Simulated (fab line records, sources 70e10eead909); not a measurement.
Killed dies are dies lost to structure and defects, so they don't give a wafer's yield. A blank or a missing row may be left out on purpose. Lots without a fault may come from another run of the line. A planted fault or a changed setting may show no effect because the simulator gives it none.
Chamber matching | flow nand_harc | NHARC_A_M1_PRE_CLEAN_32 on pecvd-02: 3 sister chambers
The step time 12 s. 6 wafers are shown with their chamber, then 7 later ones without.

WAFERS WITH THEIR CHAMBER
wafer  | chamber | heater_power_w (W)
L632.3 | 0       | 651
L639.1 | 1       | 515
L639.2 | 0       | 726
L639.3 | 2       | 627
L645.1 | 2       | 632
L645.3 | 1       | 595

WAFERS WITHOUT THEIR CHAMBER
wafer  | heater_power_w (W)
L645.4 | 737
L648.1 | 620
L648.2 | 707
L648.3 | 583
L649.1 | 577
L649.3 | 616
L649.4 | 719

WHICH CHAMBER EACH WENT THROUGH
wafer  | from the rows above          | in truth
L645.4 | can't be placed: 0 or 2      | 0
L648.1 | can't be placed: 2 or 1 or 0 | 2
L648.2 | can't be placed: 0 or 2      | 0
L648.3 | can't be placed: 1 or 2 or 0 | 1
L649.1 | can't be placed: 1 or 2 or 0 | 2
L649.3 | can't be placed: 2 or 1 or 0 | 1
L649.4 | can't be placed: 0 or 2      | 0
Placed correctly: 0 of 7. Can't be placed from these rows: 7 (the true chamber is among the candidates in 7). Placed wrongly: 0.
How it was worked out, from the rows above alone: a wafer's distance from a chamber is the root of the sum, over the readings, of the square of ((its reading less the chamber's mean) divided by the reading's scatter). The wafer belongs to the nearest chamber; if the next one is less than 2 further off, it can't be placed. A chamber's mean is the mean of its shown wafers. The scatter: the root of (the sum of the squares of (reading less its chamber's mean) over the shown wafers, divided by (wafers less chambers)).
